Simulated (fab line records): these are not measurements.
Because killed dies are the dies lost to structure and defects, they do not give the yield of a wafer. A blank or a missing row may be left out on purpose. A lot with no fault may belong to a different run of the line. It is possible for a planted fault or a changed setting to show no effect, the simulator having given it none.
Which tool did it? ; flow nand-harc ; Sampling: 6 lots, 18 wafers, 5 of 1302 route steps

== WHAT THE GAUGES READ, wafer by wafer ==
NHARC_END_SORT_01.
lot;measured;on;killed-at-periphery
L300;day 28 14:09;prober-01;4 1 1
L302;day 29 18:43;prober-02;6 8 6
L310;day 33 04:55;prober-01;2 1 2
L314;day 33 19:38;prober-01;2 2 3

== WHICH TOOL RAN EACH LOT (tool, then ch and the chambers of the sampled wafers, then the start) ==
lot;NHARC_A_CONTACT_ETCH_90;NHARC_A_CONTACT_DEP_58;NHARC_A_CONTACT_ETCH_124;NHARC_A_CONTACT_ETCH_128
L295;rie-diel-11 ch 0,1, day 22 18:38;pecvd-04 ch 0,1, day 22 23:52;har-cap-etch-03 ch 0,1, day 23 02:17;har-cap-etch-03 ch 0,1, day 23 03:01
L294;rie-diel-11 ch 1,2,3, day 23 05:31;pecvd-02 ch 0,1,2, day 23 10:02;har-cap-etch-02 ch 0,1, day 23 13:09;har-cap-etch-02 ch 0,1, day 23 13:53
L300;rie-diel-11 ch 0,2,3, day 25 17:47;pecvd-04 ch 0,2, day 25 23:14;har-cap-etch-03 ch 0,1, day 26 01:40;har-cap-etch-03 ch 0,1, day 26 02:23
L302;rie-diel-11 ch 0,2,3, day 26 20:31;pecvd-04 ch 0,1,2, day 27 04:03;har-cap-etch-01 ch 0,1, day 27 06:58;har-cap-etch-01 ch 0,1, day 27 07:42
L310;rie-diel-11 ch 0,1,3, day 30 00:38;pecvd-04 ch 0,1,2, day 30 06:22;har-cap-etch-03 ch 0,1, day 30 09:16;har-cap-etch-03 ch 0,1, day 30 09:59
L314;rie-diel-03 ch 2,3, day 31 00:08;pecvd-02 ch 0,1,2, day 31 04:32;har-cap-etch-02 ch 0,1, day 31 07:02;har-cap-etch-02 ch 0,1, day 31 07:46
- NHARC_A_CONTACT_ETCH_90: etches the open film in CH3F/O2, target depth 40 nm, time 85.7 s.
- NHARC_A_CONTACT_DEP_58: deposits SiON, target thk 90 nm.
- NHARC_A_CONTACT_ETCH_124: etches the open film in C4F8/O2/Ar, time 140 s, target depth 700 nm.
- NHARC_A_CONTACT_ETCH_128: etches the open film in C4F8/O2/Ar, time 197 s, target depth 1918 nm.

== THE ANSWER, worked out from the rows above alone ==
Rule: the lots themselves supply what counts as usual. Put in order of their means at a reading, lots are off if they are a third of the lots or fewer, leave a main group of 4 or more, and stand apart from it by a gap of 3 or more times the standard deviation of the main group's means; of several such gaps the widest counts. Not used: any main group whose means are identical at the precision the tables above print for the reading. A lot without any number at a reading at which 4 lots or more have one is off too. Any other lot the step has rows for is counted as sound.
No lot is off at any reading shown: from this, nothing can be told.

== WHAT WAS PUT IN BY THE SIMULATOR ==
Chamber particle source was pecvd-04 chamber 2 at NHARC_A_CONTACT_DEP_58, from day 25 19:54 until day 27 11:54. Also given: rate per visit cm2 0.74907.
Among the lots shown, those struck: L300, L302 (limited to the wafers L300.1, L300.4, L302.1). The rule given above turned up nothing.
